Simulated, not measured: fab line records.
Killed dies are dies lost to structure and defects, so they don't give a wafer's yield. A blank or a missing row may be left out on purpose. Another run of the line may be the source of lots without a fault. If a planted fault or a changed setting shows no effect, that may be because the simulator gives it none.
fab line records | flow n5-finfet
record: lots: 6 | wafers: 18 | last-day: 17
route steps=1938 shown MOL_CONTACT_COAG@595 BEOL_M4@1111 PASSIVATION@1936
lots that met no fault: from a run of the same line without faults
start-h: start of the lot's first displayed wafer, in hours after the record's first day | wait-h: hours from the lot's prior step to this one | " the same as in the row above | L1.1+2: a single row standing in for several wafers | - no value, or no start was given | * or withheld: withheld | < > ~ a bound
route shown NAME@n: names a module that has steps shown in the file, with the first one's number in the route | usual: the fault-free wafers' mean and standard deviation | same: alike in all rows | chamber/n: place in a boat | sites: readings site by site | _std_site: how widely they spread, as a standard deviation | _edge_site: inner sites' mean taken away from outer sites' mean | radius-mm: how far each site lies from the wafer's centre | mask NAME#n: copy n | behind: the most recent tool/chamber to have shaped the wafer | hold: what put the lot on hold/how long, in hours/how the hold closed | device: whichever transistor did not switch (one of n, p or np) | end of line: the tests these same wafers got at the end of their route | where a step has no rows: the recipe by itself | killed: count of dies lost to structure and defects at first sort (not the wafer's yield) | map: a wafer's dies, marking killed ones x, the rest . and places with no die _
set.NAME: the setting as run; set.NAME@STEP: as run at that earlier step | model.NAME: the simulator's own value behind a step, which no gauge read
lots at selected steps of the route; one table per step, one row per wafer
services: the hour from which a tool's chamber was out of use, counted from the record's first day as start-h (under 0 if before that day), plus the number of hours and why
== steps ==
step: N5_MOL_CONTACT_COAG_COAT_64
recipe: resist: underlayer | temp-c: 205 | time-s: 60 | spin-rpm: 1500 | resist-thk-nm: 10
step: N5_MOL_CONTACT_COAG_COAT_34
recipe: resist: CAR-EUV | spin-rpm: 1500 | resist-thk-nm: 40
step: N5_MOL_CONTACT_COAG_EBR_36
recipe: solvent: PGMEA | ebr-width-mm: 1.5
step: N5_MOL_CONTACT_COAG_SOFTBAKE_35
recipe: temp-c: 110 | time-s: 60 | resist: CAR-EUV
step: N5_MOL_CONTACT_COAG_EXPOSE_37
recipe: mask-id: VD | na: 0.33 | source-shape: annular | sigma-inner: 0.3 | sigma-outer: 0.7 | polarization: unpolarized | defocus-nm: 0 | dose-mj: 62
step: N5_MOL_CONTACT_COAG_PEB_38
recipe: peb-temp-c: 100 | peb-time-s: 60 | resist: CAR-EUV
step: N5_MOL_CONTACT_COAG_DEVELOP_39
recipe: develop-time-s: 30 | developer: TMAH | resist: CAR-EUV | rinse-liquid: surfactant-rinse | dry: air-spin | dev-temp-c: 23
step: N5_MOL_CONTACT_COAG_CD_MEAS_40
recipe: target-cd-nm: 25.1 | landing-energy-ev: 500 | detector: se-inlens | polarity: opening
usual: cd-nm: 25.08/0.22
lot.wafer | tool      | chamber | start-h | wait-h | cd-nm
L457.1    | cd-sem-01 | 0       | 100.38  | -      | 25.15
L457.4    | "         | 0       | "       | "      | 25.17
L457.5    | "         | 0       | "       | "      | 25.36
L462.2    | cd-sem-02 | 0       | 130.53  | -      | 25.39
L462.3    | "         | 0       | "       | "      | 25.02
L462.5    | "         | 0       | "       | "      | 25.10
L467.1    | cd-sem-01 | 0       | 155.94  | -      | 24.94
L467.4    | "         | 0       | "       | "      | 24.77
L467.6    | "         | 0       | "       | "      | 25.16
L468.1    | cd-sem-03 | 0       | 165.85  | -      | 25.07
L468.2    | "         | 0       | "       | "      | 24.74
L468.6    | "         | 0       | "       | "      | 25.44
L471.3    | cd-sem-02 | 0       | 184.95  | -      | 25.14
L471.5    | "         | 0       | "       | "      | 24.83
L471.6    | "         | 0       | "       | "      | 25.44
L480.1    | cd-sem-03 | 0       | 238.61  | -      | 24.94
L480.2    | "         | 0       | "       | "      | 25.09
L480.4    | "         | 0       | "       | "      | 25.06
step: N5_MOL_CONTACT_COAG_OVL_MEAS_41
recipe: points-per-wafer: 522
usual: VD_OVL: -0.5/0.82
lot.wafer | tool       | chamber | start-h | wait-h | VD_OVL[nm]
L457.1    | overlay-02 | 0       | 100.41  | 0.0    | 0.5
L457.4    | "          | 0       | "       | "      | 1.0
L457.5    | "          | 0       | "       | "      | 0.8
L462.2    | overlay-01 | 0       | 130.56  | 0.0    | 0.4
L462.3    | "          | 0       | "       | "      | -0.4
L462.5    | "          | 0       | "       | "      | 0.6
L467.1    | overlay-01 | 0       | 155.97  | 0.0    | -0.1
L467.4    | "          | 0       | "       | "      | -0.7
L467.6    | "          | 0       | "       | "      | -1.2
L468.1    | overlay-01 | 0       | 165.88  | 0.0    | -0.3
L468.2    | "          | 0       | "       | "      | 1.0
L468.6    | "          | 0       | "       | "      | 0.2
L471.3    | overlay-01 | 0       | 184.99  | 0.0    | -0.4
L471.5    | "          | 0       | "       | "      | -0.4
L471.6    | "          | 0       | "       | "      | -0.8
L480.1    | overlay-02 | 0       | 238.64  | 0.0    | -1.4
L480.2    | "          | 0       | "       | "      | -0.9
L480.4    | "          | 0       | "       | "      | -1.0
step: N5_MOL_CONTACT_COAG_INSPECT_42
recipe: mode: adi | inspect-instrument: brightfield
usual: raw-defect-count: 207/55
lot.wafer | tool              | chamber | start-h | wait-h | raw-defect-count
L457.1    | defect-inspect-01 | -       | 100.47  | 0.1    | 228
L457.4    | "                 | -       | "       | "      | 194
L457.5    | "                 | -       | "       | "      | 223
L462.2    | defect-inspect-02 | -       | 130.62  | 0.0    | 208
L462.3    | "                 | -       | "       | "      | 185
L462.5    | "                 | -       | "       | "      | 257
L467.1    | defect-inspect-02 | -       | 156.04  | 0.1    | 181
L467.4    | "                 | -       | "       | "      | 158
L467.6    | "                 | -       | "       | "      | 132
L468.1    | defect-inspect-02 | -       | 165.94  | 0.1    | 172
L468.2    | "                 | -       | "       | "      | 127
L468.6    | "                 | -       | "       | "      | 147
L471.3    | defect-inspect-01 | -       | 185.04  | 0.0    | 177
L471.5    | "                 | -       | "       | "      | 176
L471.6    | "                 | -       | "       | "      | 214
L480.1    | defect-inspect-02 | -       | 238.71  | 0.1    | 137
L480.2    | "                 | -       | "       | "      | 155
L480.4    | "                 | -       | "       | "      | 224
step: N5_MOL_CONTACT_COAG_DESCUM_45
recipe: chemistry: O2 | time-s: 7 | source-power-w: 50 | bias-power-w: 20 | pressure-mtorr: 20 | rf-frequency-hz: 2.712e+07 | temp-c: 40 | resist: CAR-EUV | o2-flow-sccm: 225
usual: bias-power-w: 20.00/0.061 | chamber-pressure-mTorr: 20.002/0.019 | drypump-motor-current-A: 6.0/0.37 | oes-product-au: 0.78/0.079 | rf-vpp-V: 243.1/1.4 | showerhead-plenum-p-Torr: 2.08/0.067 | throttle-valve-pct: 20.36/0.22
lot.wafer | tool        | chamber | start-h | wait-h | bias-power-w | chamber-pressure-mTorr | drypump-motor-current-A | oes-product-au | rf-hours-counter-h | rf-vpp-V | showerhead-plenum-p-Torr | throttle-valve-pct
L457.1    | rie-diel-04 | 2       | 100.50  | 0.0    | 19.96        | 20.001                 | 6.1                     | 0.73           | 195                | 243.8    | 2.07                     | 20.45
L457.4    | "           | 0       | "       | "      | 20.01        | 20.033                 | 5.8                     | 0.69           | -                  | 241.5    | 1.97                     | 20.37
L457.5    | "           | 2       | "       | "      | 20.02        | 19.964                 | 6.1                     | 0.73           | -                  | 243.6    | 2.07                     | 20.46
L462.2    | rie-diel-02 | 0       | 130.72  | 0.1    | 19.92        | 19.993                 | 6.3                     | 0.87           | 60                 | 242.8    | 2.02                     | 20.23
L462.3    | "           | 2       | "       | "      | 20.03        | 20.017                 | 5.9                     | 0.76           | 149                | 244.2    | 2.19                     | 20.42
L462.5    | "           | 0       | "       | "      | 20.00        | 19.992                 | 6.3                     | 0.88           | -                  | 242.2    | 2.02                     | 20.25
L467.1    | rie-diel-02 | 3       | 156.08  | 0.0    | 20.09        | 19.979                 | 5.5                     | 0.97           | 1                  | 244.2    | 2.13                     | 20.33
L467.4    | "           | 2       | "       | "      | 20.07        | 20.019                 | 5.9                     | 0.75           | 160                | 244.1    | 2.18                     | 20.41
L467.6    | "           | 2       | "       | "      | 20.23        | 20.012                 | 5.9                     | 0.75           | -                  | 243.6    | 2.18                     | 20.44
L468.1    | rie-diel-02 | 2       | 165.97  | 0.0    | 20.04        | 19.975                 | 5.9                     | 0.74           | 163                | 245.5    | 2.18                     | 20.44
L468.2    | "           | 0       | "       | "      | 19.93        | 19.993                 | 6.3                     | 0.86           | 73                 | 241.6    | 2.02                     | 20.29
L468.6    | "           | 2       | "       | "      | 20.02        | 20.000                 | 5.9                     | 0.75           | -                  | 244.0    | 2.18                     | 20.44
L471.3    | rie-diel-03 | 2       | 185.07  | 0.0    | 20.13        | 19.974                 | 5.7                     | 0.78           | 130                | 244.2    | 2.08                     | 20.15
L471.5    | "           | 0       | "       | "      | 19.94        | 20.014                 | 6.0                     | 0.78           | -                  | 242.0    | 2.01                     | 20.28
L471.6    | "           | 1       | "       | "      | 20.17        | 20.005                 | 6.6                     | 0.72           | -                  | 244.8    | 2.07                     | 20.68
L480.1    | rie-diel-04 | 0       | 238.83  | 0.1    | 19.97        | 20.010                 | 5.8                     | 0.90           | 28                 | 245.2    | 2.22                     | 20.05
L480.2    | "           | 1       | "       | "      | 19.97        | 19.983                 | 6.3                     | 0.81           | 107                | 241.3    | 2.02                     | 20.05
L480.4    | "           | 2       | "       | "      | 20.05        | 19.967                 | 6.1                     | 0.70           | 244                | 242.6    | 2.05                     | 20.52
step: N5_MOL_CONTACT_COAG_ETCH_65
recipe: chemistry: N2/H2 | target: underlayer | target-depth-a: 130 | mask-material: CAR-EUV | time-s: 10.4 | ion-energy-ev: 200 | pressure-mtorr: 30 | source-w: 840 | bias-w: 150 | n2-flow-sccm: 200 | h2-flow-sccm: 200 | ends: cleared
usual: chamber-pressure-mTorr: 30.005/0.028 | drypump-motor-current-A: 6.0/0.37 | etch-rf-on-time-s: 10.49/0.22 | oes-product-au: 0.66/0.069 | rf-vpp-V: 523.4/2.4 | showerhead-plenum-p-Torr: 2.53/0.082 | throttle-valve-pct: 17.84/0.22
lot.wafer | tool        | chamber | start-h | wait-h | chamber-pressure-mTorr | drypump-motor-current-A | etch-rf-on-time-s | oes-product-au | rf-hours-counter-h | rf-vpp-V | showerhead-plenum-p-Torr | throttle-valve-pct
L457.1    | rie-diel-04 | 2       | 100.54  | 0.0    | 30.044                 | 6.2                     | 10.55             | 0.63           | 195                | 523.5    | 2.53                     | 17.99
L457.4    | "           | 0       | "       | "      | 30.021                 | 5.8                     | 10.68             | 0.59           | -                  | 520.4    | 2.40                     | 17.87
L457.5    | "           | 2       | "       | "      | 29.956                 | 6.1                     | 10.48             | 0.62           | -                  | 523.0    | 2.53                     | 18.00
L462.2    | rie-diel-02 | 0       | 130.75  | 0.0    | 29.993                 | 6.3                     | 10.18             | 0.76           | 60                 | 521.0    | 2.46                     | 17.71
L462.3    | "           | 2       | "       | "      | 29.996                 | 5.9                     | 10.77             | 0.63           | 149                | 527.2    | 2.65                     | 17.85
L462.5    | "           | 0       | "       | "      | 30.000                 | 6.3                     | 10.21             | 0.75           | -                  | 523.7    | 2.46                     | 17.75
L467.1    | rie-diel-02 | 3       | 156.11  | 0.0    | 30.014                 | 5.5                     | 10.56             | 0.81           | 1                  | 525.7    | 2.61                     | 17.82
L467.4    | "           | 2       | "       | "      | 29.987                 | 5.9                     | 10.78             | 0.63           | 160                | 526.9    | 2.64                     | 17.86
L467.6    | "           | 2       | "       | "      | 29.989                 | 5.9                     | 10.76             | 0.62           | -                  | 526.9    | 2.64                     | 17.87
L468.1    | rie-diel-02 | 2       | 166.01  | 0.0    | 30.035                 | 5.9                     | 10.77             | 0.63           | 163                | 527.0    | 2.64                     | 17.87
L468.2    | "           | 0       | "       | "      | 30.047                 | 6.3                     | 10.41             | 0.73           | 73                 | 521.8    | 2.46                     | 17.75
L468.6    | "           | 2       | "       | "      | 30.034                 | 5.9                     | 10.85             | 0.62           | -                  | 527.0    | 2.64                     | 17.87
L471.3    | rie-diel-03 | 2       | 185.11  | 0.0    | 30.041                 | 5.7                     | 10.12             | 0.67           | 130                | 523.0    | 2.56                     | 17.78
L471.5    | "           | 0       | "       | "      | 30.017                 | 6.0                     | 10.70             | 0.64           | -                  | 519.2    | 2.45                     | 17.73
L471.6    | "           | 1       | "       | "      | 29.955                 | 6.6                     | 10.74             | 0.60           | -                  | 523.8    | 2.50                     | 18.05
L480.1    | rie-diel-04 | 0       | 238.86  | 0.0    | 30.053                 | 5.8                     | 10.23             | 0.76           | 28                 | 528.1    | 2.70                     | 17.50
L480.2    | "           | 1       | "       | "      | 30.043                 | 6.3                     | 10.31             | 0.69           | 107                | 521.0    | 2.45                     | 17.45
L480.4    | "           | 2       | "       | "      | 29.959                 | 6.1                     | 10.30             | 0.60           | 244                | 524.0    | 2.51                     | 18.11
step: N5_MOL_CONTACT_COAG_ETCH_66
recipe: chemistry: CF4 | target: SiARC | target-depth-a: 130 | mask-material: CAR-EUV | time-s: 21.7 | ion-energy-ev: 80 | pressure-mtorr: 40 | source-w: 545 | bias-w: 36 | Ar_flow_sccm: 100 | cf4-flow-sccm: 100 | ends: cleared
usual: chamber-pressure-mTorr: 40.00/0.039 | drypump-motor-current-A: 6.0/0.37 | etch-rf-on-time-s: 21.9/0.47 | oes-product-au: 0.66/0.069 | rf-vpp-V: 183.8/1.2 | showerhead-plenum-p-Torr: 2.13/0.064 | throttle-valve-pct: 15.58/0.21
lot.wafer | tool        | chamber | start-h | wait-h | chamber-pressure-mTorr | drypump-motor-current-A | etch-rf-on-time-s | oes-product-au | rf-hours-counter-h | rf-vpp-V | showerhead-plenum-p-Torr | throttle-valve-pct
L457.1    | rie-diel-04 | 2       | 100.56  | 0.0    | 40.02                  | 6.1                     | 21.9              | 0.63           | 195                | 185.3    | 2.11                     | 15.61
L457.4    | "           | 0       | "       | "      | 39.92                  | 5.7                     | 22.0              | 0.59           | -                  | 179.6    | 2.04                     | 15.68
L457.5    | "           | 2       | "       | "      | 39.97                  | 6.1                     | 21.8              | 0.62           | -                  | 183.2    | 2.11                     | 15.62
L462.2    | rie-diel-02 | 0       | 130.77  | 0.0    | 39.94                  | 6.4                     | 21.8              | 0.75           | 60                 | 184.3    | 2.09                     | 15.48
L462.3    | "           | 2       | "       | "      | 40.03                  | 5.9                     | 22.7              | 0.63           | 149                | 185.1    | 2.21                     | 15.46
L462.5    | "           | 0       | "       | "      | 40.01                  | 6.4                     | 21.8              | 0.74           | -                  | 184.6    | 2.08                     | 15.47
L467.1    | rie-diel-02 | 3       | 156.13  | 0.0    | 39.97                  | 5.5                     | 25.7              | 0.75           | 1                  | 185.2    | 2.19                     | 15.51
L467.4    | "           | 2       | "       | "      | 40.03                  | 5.9                     | 26.4              | 0.57           | 160                | 187.0    | 2.21                     | 15.49
L467.6    | "           | 2       | "       | "      | 40.05                  | 5.8                     | 22.6              | 0.62           | -                  | 186.8    | 2.21                     | 15.49
L468.1    | rie-diel-02 | 2       | 166.03  | 0.0    | 40.05                  | 5.9                     | 26.2              | 0.58           | 163                | 184.5    | 2.21                     | 15.47
L468.2    | "           | 0       | "       | "      | 39.94                  | 6.3                     | 25.1              | 0.67           | 73                 | 181.3    | 2.08                     | 15.51
L468.6    | "           | 2       | "       | "      | 39.91                  | 5.9                     | 22.7              | 0.62           | -                  | 185.1    | 2.21                     | 15.48
L471.3    | rie-diel-03 | 2       | 185.13  | 0.0    | 39.96                  | 5.7                     | 20.9              | 0.67           | 130                | 185.0    | 2.15                     | 15.50
L471.5    | "           | 0       | "       | "      | 40.06                  | 6.1                     | 22.2              | 0.64           | -                  | 183.7    | 2.05                     | 15.53
L471.6    | "           | 1       | "       | "      | 40.03                  | 6.6                     | 22.2              | 0.60           | -                  | 184.6    | 2.11                     | 15.86
L480.1    | rie-diel-04 | 0       | 238.88  | 0.0    | 40.07                  | 5.7                     | 21.4              | 0.76           | 28                 | 185.4    | 2.28                     | 15.26
L480.2    | "           | 1       | "       | "      | 39.96                  | 6.3                     | 21.4              | 0.69           | 107                | 184.0    | 2.07                     | 15.26
L480.4    | "           | 2       | "       | "      | 40.02                  | 6.1                     | 21.6              | 0.61           | 244                | 183.8    | 2.09                     | 15.70
step: N5_MOL_CONTACT_COAG_ALD_133
recipe: material: SiO2 | target-thk-a: 50 | temp-c: 100 | ald-precursor-family: BDEAS | ald-co-reactant: O2-plasma | pulse-time-s: 1 | co-reactant-pulse-time-s: 1 | purge-time-s: 2 | co-reactant-purge-time-s: 2 | ald-cycles: 35 | pressure-torr: 2
usual: heater-power-w: 80/13 | precursor-pulse-height-rel: 0.999/0.019
lot.wafer | tool       | chamber | start-h | wait-h | heater-power-w | precursor-pulse-height-rel
L457.1    | ald-sin-04 | 1       | 100.64  | 0.1    | 75             | 0.991
L457.4    | "          | 0       | "       | "      | 101            | 1.010
L457.5    | "          | 1       | "       | "      | 75             | 0.979
L462.2    | ald-sin-03 | 1       | 131.13  | 0.3    | 92             | 0.992
L462.3    | "          | 0       | "       | "      | 72             | 0.958
L462.5    | "          | 1       | "       | "      | 92             | 0.999
L467.1    | ald-sin-04 | 2       | 156.21  | 0.1    | 75             | 1.027
L467.4    | "          | 1       | "       | "      | 74             | 0.974
L467.6    | "          | 2       | "       | "      | 74             | 0.997
L468.1    | ald-sin-04 | 0       | 166.27  | 0.2    | 105            | 1.001
L468.2    | "          | 1       | "       | "      | 75             | 0.989
L468.6    | "          | 3       | "       | "      | 70             | 0.994
L471.3    | ald-sin-03 | 0       | 185.21  | 0.1    | 72             | 1.001
L471.5    | "          | 3       | "       | "      | 68             | 0.984
L471.6    | "          | 0       | "       | "      | 73             | 0.991
L480.1    | ald-sin-03 | 0       | 239.98  | 1.1    | 73             | 1.012
L480.2    | "          | 1       | "       | "      | 92             | 0.992
L480.4    | "          | 3       | "       | "      | 68             | 1.031
step: N5_BEOL_M4_RC_MEAS_101
usual: DIBL_N: 37.2/1.9 | DIBL_P: 37.3/2.2 | IOFF_N: 0.18/0.038 | IOFF_P: 0.22/0.039 | ION_N: 678/11 | ION_P: 462/6.9 | SS_N: 71.8/0.68 | SS_P: 73.5/0.65 | VT_N: 249/3.4 | VT_P: -250/3.2
lot.wafer | tool      | chamber | start-h | wait-h | DIBL_N[mV/V] | DIBL_P[mV/V] | IOFF_N[nA/um] | IOFF_P[nA/um] | ION_N[uA/um] | ION_P[uA/um] | SS_N[mV/dec] | SS_P[mV/dec] | VT_N[mV] | VT_P[mV]
L457.1    | prober-01 | 0       | 178.81  | 0.0    | 35.2         | 34.3         | 0.14          | 0.16          | 659          | 446          | 71.2         | 72.6         | 253      | -256
L457.4    | "         | 0       | "       | "      | 35.6         | 35.1         | 0.13          | 0.17          | 679          | 459          | 71.6         | 72.1         | 254      | -254
L457.5    | "         | 0       | "       | "      | 38.7         | 38.7         | 0.20          | 0.22          | 675          | 453          | 72.6         | 73.4         | 249      | -250
L462.2    | prober-01 | 0       | 209.41  | 0.2    | 37.5         | 38.1         | 0.18          | 0.22          | 669          | 457          | 72.6         | 73.6         | 249      | -250
L462.3    | "         | 0       | "       | "      | 34.9         | 35.6         | 0.14          | 0.18          | 665          | 453          | 71.4         | 72.3         | 253      | -252
L462.5    | "         | 0       | "       | "      | 37.7         | 39.5         | 0.21          | 0.25          | 678          | 469          | 72.2         | 74.3         | 248      | -247
L467.1    | prober-02 | 0       | 224.08  | 0.0    | 40.4         | 41.8         | 0.26          | 0.28          | 710          | 473          | 72.5         | 74.0         | 243      | -248
L467.4    | "         | 0       | "       | "      | 36.6         | 35.4         | 0.16          | 0.18          | 669          | 450          | 71.6         | 72.8         | 251      | -250
L467.6    | "         | 0       | "       | "      | 38.5         | 38.5         | 0.21          | 0.23          | 683          | 459          | 72.9         | 73.2         | 246      | -251
L468.1    | prober-01 | 0       | 245.71  | 0.0    | 34.1         | 33.3         | 0.12          | 0.18          | 660          | 457          | 70.6         | 72.4         | 251      | -250
L468.2    | "         | 0       | "       | "      | 36.4         | 35.8         | 0.16          | 0.22          | 685          | 474          | 71.0         | 72.8         | 249      | -247
L468.6    | "         | 0       | "       | "      | 36.4         | 37.2         | 0.16          | 0.24          | 672          | 466          | 71.1         | 73.5         | 251      | -246
L471.3    | prober-01 | 0       | 264.65  | 0.3    | 37.4         | 34.4         | 0.16          | 0.19          | 667          | 457          | 71.7         | 72.7         | 249      | -250
L471.5    | "         | 0       | "       | "      | 36.1         | 32.9         | 0.13          | 0.17          | 664          | 457          | 71.0         | 72.4         | 253      | -252
L471.6    | "         | 0       | "       | "      | 40.0         | 37.7         | 0.21          | 0.24          | 673          | 463          | 72.0         | 74.2         | 247      | -245
L480.1    | prober-02 | 0       | 310.12  | 0.0    | 33.7         | 34.0         | 0.12          | 0.16          | 668          | 455          | 70.9         | 72.6         | 254      | -253
L480.2    | "         | 0       | "       | "      | 34.2         | 33.8         | 0.12          | 0.16          | 669          | 454          | 70.7         | 73.1         | 254      | -255
L480.4    | "         | 0       | "       | "      | 38.9         | 40.4         | 0.23          | 0.25          | 689          | 466          | 72.7         | 74.6         | 246      | -251
step: N5_PASSIVATION_PROBE_49
usual: defect-limited-yield: 91.2/1.6 | killed_at_M0_to_M3: 31/10 | killed_at_M4_up: 14/4.4 | killed-at-contacts: 13/6 | killed-at-front-end: 43/13 | killed-at-other: 3.5/2.6 | killed-dies: 104/18 | killed-open: 68/14 | killed-short: 34/8.1 | sort_bin_4_leakage: 0.01/0.073 | sort_bin_5_function: 5.1/1.1 | sort_bin_6_memory: 3.3/0.68 | sort-n-pass: 1076/18 | sort-yield-pct: 91.2/1.6
same: gross-dies: 1180 | killed-at-back-side: 0 | sort_bin_8_speed[%]: 0
lot.wafer | tool      | chamber | start-h | wait-h | defect-limited-yield[%] | killed_at_M0_to_M3 | killed_at_M4_up | killed-at-contacts | killed-at-front-end | killed-at-other | killed-dies | killed-open | killed-short | sort_bin_4_leakage[%] | sort_bin_5_function[%] | sort_bin_6_memory[%] | sort-n-pass | sort-yield-pct[%]
L457.1    | prober-01 | -       | 278.27  | 0.0    | 90.2                    | 29                 | 12              | 20                 | 48                  | 7               | 116         | 68          | 46           | 0                     | 5.4                    | 4.1                  | 1064        | 90.2
L457.4    | prober-01 | -       | 278.42  | 0.2    | 92.0                    | 31                 | 14              | 13                 | 34                  | 2               | 94          | 60          | 28           | 0                     | 5.1                    | 2.2                  | 1086        | 92.0
L457.5    | prober-01 | -       | 278.47  | 0.2    | 90.0                    | 52                 | 12              | 9                  | 40                  | 5               | 118         | 63          | 53           | 0                     | 5.6                    | 4.1                  | 1062        | 90.0
L467.1    | prober-02 | -       | 330.83  | 0.0    | 92.9                    | 27                 | 10              | 2                  | 41                  | 4               | 84          | 52          | 31           | 0.08                  | 4.2                    | 2.7                  | 1095        | 92.8
killed by level:class
L457.1 FIN_SAQP:geometric-particle:short=21 MOL_CONTACT_COAG:geometric-particle:open=17 BEOL_M3:geometric-particle:open=9 BEOL_M0_SAQP:geometric-particle:open=7 BEOL_M4:geometric-particle:open=6 STI_FIN_REVEAL:geometric-particle:open=6 FIN_SAQP:geometric-particle:open=4 BEOL_M3:geometric-particle:short=4
L457.4 FIN_SAQP:geometric-particle:open=12 BEOL_M3:geometric-particle:open=10 MOL_CONTACT_COAG:geometric-particle:open=8 FIN_SAQP:geometric-particle:short=6 DUMMY_GATE:geometric-particle:open=6 BEOL_M0_SAQP:geometric-particle:short=6 MOL_CONTACT_COAG:geometric-particle:short=5 BEOL_M0_SAQP:geometric-particle:open=5
L457.5 BEOL_M0_SAQP:geometric-particle:short=19 FIN_SAQP:geometric-particle:short=13 BEOL_M3:geometric-particle:open=13 BEOL_M0_SAQP:geometric-particle:open=9 FIN_SAQP:geometric-particle:open=8 MOL_CONTACT_COAG:geometric-particle:open=6 STI_FIN_REVEAL:geometric-particle:open=4 BEOL_M4:geometric-particle:open=4
L467.1 FIN_SAQP:geometric-particle:short=12 FIN_SAQP:geometric-particle:open=9 BEOL_M3:geometric-particle:open=8 BEOL_M0_SAQP:geometric-particle:open=6 DUMMY_GATE:geometric-particle:open=4 GATE_CUT:geometric-particle:open=4 BEOL_M0_SAQP:geometric-particle:short=4 STI_FIN_REVEAL:geometric-particle:open=3
== services ==
tool        | chamber | start-h | hours | kind
ald-sin-03  | -       | 85.37   | 14.0  | pm
ald-sin-03  | 0       | 85.37   | 14.0  | vent-cycle
ald-sin-03  | 1       | 85.37   | 14.0  | vent-cycle
ald-sin-03  | 2       | 85.37   | 14.0  | vent-cycle
ald-sin-03  | 3       | 85.37   | 14.0  | vent-cycle
rie-diel-04 | 3       | 99.28   | 11.7  | repair
ald-sin-03  | 0       | 99.37   | -     | clean
ald-sin-03  | 1       | 99.37   | -     | clean
ald-sin-03  | 2       | 99.37   | -     | clean
ald-sin-03  | 3       | 99.37   | -     | clean
rie-diel-02 | 3       | 130.61  | -     | clean
rie-diel-02 | 3       | 130.61  | -     | consumable-replace:focus-ring
rie-diel-02 | 3       | 130.61  | 21.8  | scheduled-down
rie-diel-02 | 3       | 130.61  | 21.8  | vent-cycle
rie-diel-04 | 0       | 144.21  | -     | clean
rie-diel-04 | 0       | 144.21  | -     | consumable-replace:focus-ring
rie-diel-04 | 0       | 144.21  | -     | consumable-replace:showerhead
rie-diel-04 | 0       | 144.21  | 16.1  | scheduled-down
rie-diel-04 | 0       | 144.21  | 16.1  | vent-cycle
rie-diel-02 | 1       | 186.80  | 2.4   | repair
rie-diel-02 | 0       | 218.61  | 13.5  | repair
rie-diel-04 | 3       | 229.55  | 4.3   | repair
ald-sin-04  | -       | 232.47  | 0.3   | repair
ald-sin-03  | 3       | 232.52  | 6.7   | repair
== key ==
first-sign: step: N5_MOL_CONTACT_COAG_ETCH_66 | reading: etch-rf-on-time-s | direction: up | sigmas: 8.4 | usual: * | struck: *
effect none on later readings
met-at N5_MOL_CONTACT_COAG_ETCH_66
struck-wafers L467.1,L467.4,L468.1,L468.2
onset-between 130.77 156.13
fault: kind: process-parameter-drift | tool: rie-diel-02 | chamber: - | onset-h: 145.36 | steps: N5_MOL_CONTACT_COAG_ETCH_66 | channel: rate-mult | offset: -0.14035 | shape: step | end-h: 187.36 | scope: struck-wafers-only
